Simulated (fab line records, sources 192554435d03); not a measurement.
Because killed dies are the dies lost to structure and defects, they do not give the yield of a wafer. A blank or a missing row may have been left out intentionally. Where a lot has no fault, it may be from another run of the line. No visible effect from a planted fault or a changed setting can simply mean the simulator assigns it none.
fab line records	flow n5_finfet
record lots=10	wafers=30	last_day=18
route steps=1938 shown BEOL_M13@1660
lots that met no fault: from a run of the same line without faults
start_h: start of the lot's first displayed wafer, in hours after the record's first day	wait_h: hours from the lot's prior step to this one	" as in the row above	L1.1+2: a row that stands for several wafers	- no value present, or no start provided	* or withheld: withheld	< > ~ a bound
route shown NAME@n: a module of which the file shows steps, and the number in the route of the first	usual: mean/standard deviation taken from wafers without a fault	same: alike in all rows	chamber/n: place in a boat	sites: readings site by site	_std_site: standard deviation across them	_edge_site: the outer-site mean with the inner-site mean subtracted	radius_mm: for every site, how far away it sits from the centre of the wafer	mask NAME#n: copy n	behind: the last tool/chamber to shape the wafer	hold: reason for holding the lot/hours on hold/outcome of the hold	device: which transistor (n, p or np) failed to switch	end of line: tests run on the same wafers once the route is complete	for a step that has no rows: nothing shown but its recipe	killed: not the wafer's yield, but the dies lost to structure and defects at the first sort	map: a wafer's dies, marking killed ones x, the rest . and places with no die _
set.NAME: setting as actually run; set.NAME@STEP: the setting as run at that earlier step	model.NAME: the simulator's own value behind a step, which no gauge read
steps of the route over a sample of lots; a table a step, a row a wafer
services: a tool's chamber out of use, with start hour (start_h, from the record's first day; less than 0 if before it), hours out, and reason
## steps
# step N5_BEOL_M13_THK_MEAS_01
# recipe reads=SiOC_of_BEOL_M13_ILD_DEP_00
# usual M13_ILD_THK=841/10
lot.wafer	tool	chamber	start_h	wait_h	M13_ILD_THK[nm]
L222.1	film_metro-02	-	230.90	0.1	831
L222.2	"	-	"	"	828
L222.6	"	-	"	"	842
L224.1	film_metro-02	-	244.77	0.2	833
L224.2	"	-	"	"	836
L224.4	"	-	"	"	855
L227.2	film_metro-02	-	277.06	0.2	818
L227.4	"	-	"	"	826
L227.5	"	-	"	"	831
L230.1	film_metro-01	-	293.42	0.1	840
L230.4	"	-	"	"	854
L230.5	"	-	"	"	846
L235.1	film_metro-02	-	293.85	0.1	834
L235.3	"	-	"	"	834
L235.5	"	-	"	"	836
L241.1	film_metro-01	-	353.95	0.1	841
L241.3	"	-	"	"	845
L241.6	"	-	"	"	859
L243.3	film_metro-01	-	360.75	0.1	846
L243.4	"	-	"	"	841
L243.5	"	-	"	"	850
L242.2	film_metro-02	-	364.08	0.1	817
L242.3	"	-	"	"	827
L242.5	"	-	"	"	835
L245.1	film_metro-02	-	371.93	0.1	827
L245.2	"	-	"	"	832
L245.3	"	-	"	"	839
L244.3	film_metro-01	-	389.72	0.1	838
L244.4	"	-	"	"	853
L244.5	"	-	"	"	856
# step N5_BEOL_M13_INSPECT_12
# recipe mode=adi	inspect_instrument=macro
# usual raw_defect_count=2.0/1.4
lot.wafer	tool	chamber	start_h	wait_h	raw_defect_count
L222.1	defect_inspect-02	-	231.25	0.0	3
L222.2	"	-	"	"	1
L222.6	"	-	"	"	3
L224.1	defect_inspect-02	-	245.13	0.0	2
L224.2	"	-	"	"	2
L224.4	"	-	"	"	4
L227.2	defect_inspect-01	-	277.54	0.0	2
L227.4	"	-	"	"	1
L227.5	"	-	"	"	2
L230.1	defect_inspect-01	-	293.78	0.0	2
L230.4	"	-	"	"	1
L230.5	"	-	"	"	1
L235.1	defect_inspect-02	-	294.20	0.0	1
L235.3	"	-	"	"	3
L235.5	"	-	"	"	2
L241.1	defect_inspect-02	-	354.43	0.0	2
L241.3	"	-	"	"	2
L241.6	"	-	"	"	1
L243.3	defect_inspect-01	-	361.12	0.0	1
L243.4	"	-	"	"	0
L243.5	"	-	"	"	0
L242.2	defect_inspect-01	-	364.44	0.0	0
L242.3	"	-	"	"	4
L242.5	"	-	"	"	0
L245.1	defect_inspect-02	-	372.42	0.0	3
L245.2	"	-	"	"	0
L245.3	"	-	"	"	1
L244.3	defect_inspect-01	-	390.08	0.0	4
L244.4	"	-	"	"	2
L244.5	"	-	"	"	0
# step N5_BEOL_M13_STRIP_63
# recipe chemistry=N2/H2	power_w=1000	temp_c=250	h2_frac=0.65	overash_fraction=0.3	pressure_mtorr=1000	n2_flow_sccm=1750	h2_flow_sccm=3250
# usual chamber_pressure_mTorr=1000.1/0.88	drypump_motor_current_A=5.7/0.4	h2_flow_sccm=3251/10	heater_power_w=324/31	oes_product_au=0.673/0.0053	strip_time_to_endpoint_s=27.4/1
lot.wafer	tool	chamber	start_h	wait_h	chamber_pressure_mTorr	drypump_motor_current_A	h2_flow_sccm	heater_power_w	oes_product_au	rf_hours_counter_h	strip_time_to_endpoint_s
L222.1	plasma_asher-02	1	231.61	-	1000.2	6.2	3234	318	0.686	109	28.0
L222.2	"	0	"	"	1000.4	5.7	3251	298	0.673	109	28.1
L222.6	"	0	"	"	998.9	5.7	3260	290	0.664	-	27.0
L224.1	plasma_asher-01	1	245.48	-	1000.6	5.1	3287	390	0.672	80	28.6
L224.2	"	0	"	"	999.7	5.6	3254	316	0.666	80	28.0
L224.4	"	0	"	"	1000.1	5.6	3251	323	0.678	-	26.6
L227.2	plasma_asher-02	0	278.03	-	999.0	5.7	3238	293	0.677	120	29.2
L227.4	"	0	"	"	1000.9	5.7	3242	295	0.678	-	28.3
L227.5	"	1	"	"	997.9	6.2	3262	325	0.666	-	27.9
L230.1	plasma_asher-02	1	294.17	-	1000.0	6.2	3250	314	0.680	125	28.7
L230.4	"	1	"	"	1001.4	6.3	3250	323	0.663	-	26.9
L230.5	"	0	"	"	1000.9	5.7	3260	300	0.667	-	27.0
L235.1	plasma_asher-02	0	294.56	-	998.5	5.7	3231	300	0.679	125	28.2
L235.3	"	1	"	"	1000.8	6.2	3257	314	0.676	-	28.0
L235.5	"	0	"	"	998.8	5.7	3265	301	0.674	-	28.1
L241.1	plasma_asher-02	0	354.78	-	-	-	-	-	-	-	-
L241.3	"	0	"	"	-	-	-	-	-	-	-
L241.6	"	1	"	"	-	-	-	-	-	-	-
L243.3	plasma_asher-01	0	361.75	-	999.9	5.6	3255	312	0.674	-	27.1
L243.4	"	1	"	"	999.9	5.1	3242	399	0.665	-	27.0
L243.5	"	1	"	"	1001.4	5.1	3238	388	0.672	-	25.6
L242.2	plasma_asher-02	1	364.82	-	-	-	-	-	-	-	-
L242.3	"	1	"	"	-	-	-	-	-	-	-
L242.5	"	0	"	"	-	-	-	-	-	-	-
L245.1	plasma_asher-01	1	373.11	-	1000.8	5.1	3250	393	0.679	104	27.9
L245.2	"	0	"	"	998.9	5.6	3243	311	0.675	104	27.6
L245.3	"	1	"	"	999.6	5.1	3239	387	0.670	-	26.3
L244.3	plasma_asher-01	1	390.45	-	1001.1	5.1	3243	396	0.674	-	28.7
L244.4	"	0	"	"	1001.5	5.6	3251	322	0.661	-	26.5
L244.5	"	0	"	"	999.4	5.6	3249	330	0.663	-	26.8
# step N5_BEOL_M13_STRIP_64
# recipe chemistry=N2/H2	power_w=1000	temp_c=250	h2_frac=0.65	overash_fraction=0.3	pressure_mtorr=withheld	n2_flow_sccm=1750	h2_flow_sccm=3250
# usual drypump_motor_current_A=5.8/0.4	h2_flow_sccm=3250/9.1	heater_power_w=323/32	oes_product_au=0.714/0.0048	strip_time_to_endpoint_s=31.32/0.077
lot.wafer	tool	chamber	start_h	wait_h	drypump_motor_current_A	h2_flow_sccm	heater_power_w	oes_product_au	rf_hours_counter_h	strip_time_to_endpoint_s
L222.1	plasma_asher-02	1	231.67	0.0	6.2	3261	316	0.713	109	31.29
L222.2	"	0	"	"	5.7	3231	298	0.718	109	31.31
L222.6	"	0	"	"	5.7	3249	291	0.704	-	31.33
L224.1	plasma_asher-01	1	245.54	0.0	5.1	3261	385	0.710	80	31.24
L224.2	"	0	"	"	5.6	3243	314	0.717	80	31.31
L224.4	"	0	"	"	5.6	3241	322	0.712	-	31.36
L227.2	plasma_asher-02	0	278.09	0.0	5.7	3252	287	0.713	120	31.12
L227.4	"	0	"	"	5.7	3247	293	0.711	-	31.10
L227.5	"	1	"	"	6.2	3246	320	0.713	-	31.18
L230.1	plasma_asher-02	1	294.23	0.0	6.2	3255	312	0.718	125	31.33
L230.4	"	1	"	"	6.2	3253	315	0.713	-	31.33
L230.5	"	0	"	"	5.7	3241	302	0.710	-	31.37
L235.1	plasma_asher-02	0	294.62	0.0	5.7	3256	297	0.710	125	31.42
L235.3	"	1	"	"	6.2	3256	316	0.711	-	31.31
L235.5	"	0	"	"	5.7	3255	297	0.726	-	31.34
L241.1	plasma_asher-02	0	354.84	0.0	5.7	3251	302	0.703	136	51.41
L241.3	"	0	"	"	5.7	3243	300	0.708	-	51.69
L241.6	"	1	"	"	6.2	3237	314	0.703	-	50.51
L243.3	plasma_asher-01	0	361.81	0.0	5.6	3253	315	0.717	-	31.12
L243.4	"	1	"	"	5.1	3234	387	0.714	-	31.13
L243.5	"	1	"	"	5.1	3247	410	0.711	-	31.23
L242.2	plasma_asher-02	1	364.88	0.0	6.2	3250	320	0.699	138	53.81
L242.3	"	1	"	"	6.2	3245	315	0.705	-	53.35
L242.5	"	0	"	"	5.6	3270	292	0.702	-	51.54
L245.1	plasma_asher-01	1	373.17	0.0	5.1	3249	392	0.720	104	31.25
L245.2	"	0	"	"	5.6	3238	326	0.711	104	31.28
L245.3	"	1	"	"	5.1	3249	389	0.722	-	31.35
L244.3	plasma_asher-01	1	390.51	0.0	5.1	3237	391	0.710	-	31.43
L244.4	"	0	"	"	5.6	3246	309	0.721	-	31.32
L244.5	"	0	"	"	5.6	3248	323	0.707	-	31.39
# step N5_BEOL_M13_OVL_MEAS_29
# recipe points_per_wafer=44
# usual M13_OVL=-2/4.7
lot.wafer	tool	chamber	start_h	wait_h	M13_OVL[nm]
L222.1	overlay-01	0	232.17	0.0	2
L222.2	"	0	"	"	-6
L222.6	"	0	"	"	-4
L224.1	overlay-02	0	246.17	0.0	-10
L224.2	"	0	"	"	1
L224.4	"	0	"	"	-1
L227.2	overlay-02	0	278.72	0.0	-12
L227.4	"	0	"	"	-3
L227.5	"	0	"	"	-10
L230.1	overlay-02	0	294.86	0.0	-3
L230.4	"	0	"	"	0
L230.5	"	0	"	"	-3
L235.1	overlay-02	0	295.13	0.0	-5
L235.3	"	0	"	"	-3
L235.5	"	0	"	"	5
L241.1	overlay-02	0	355.35	0.0	-1
L241.3	"	0	"	"	-3
L241.6	"	0	"	"	-3
L243.3	overlay-01	0	362.42	0.0	2
L243.4	"	0	"	"	-1
L243.5	"	0	"	"	0
L242.2	overlay-02	0	365.52	0.0	-4
L242.3	"	0	"	"	-1
L242.5	"	0	"	"	-3
L245.1	overlay-02	0	373.80	0.0	-2
L245.2	"	0	"	"	-1
L245.3	"	0	"	"	1
L244.3	overlay-02	0	391.12	0.0	-7
L244.4	"	0	"	"	1
L244.5	"	0	"	"	-10
## services
tool	chamber	start_h	hours	kind
plasma_asher-01	-	208.67	0.9	repair
plasma_asher-01	-	246.73	1.9	repair
plasma_asher-01	-	262.42	4.5	repair
plasma_asher-02	-	327.58	1.1	repair
plasma_asher-01	-	380.52	2.7	repair
## key
first_sign step=N5_BEOL_M13_STRIP_63	reading=tool_record	direction=missing
effect step=N5_BEOL_M13_STRIP_64	reading=strip_time_to_endpoint_s	direction=up	sigmas=99+	usual=*	struck=*
met_at N5_BEOL_M13_STRIP_63
struck_lots L241,L242
not_acting_at N5_BEOL_M13_THK_MEAS_01,N5_BEOL_M13_INSPECT_12,N5_BEOL_M13_OVL_MEAS_29
onset_between 294.56 354.78
fault kind=skipped_step_whole	tool=plasma_asher-02	chamber=-	onset_h=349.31	steps=N5_BEOL_M13_STRIP_63	scope=struck_lots_only
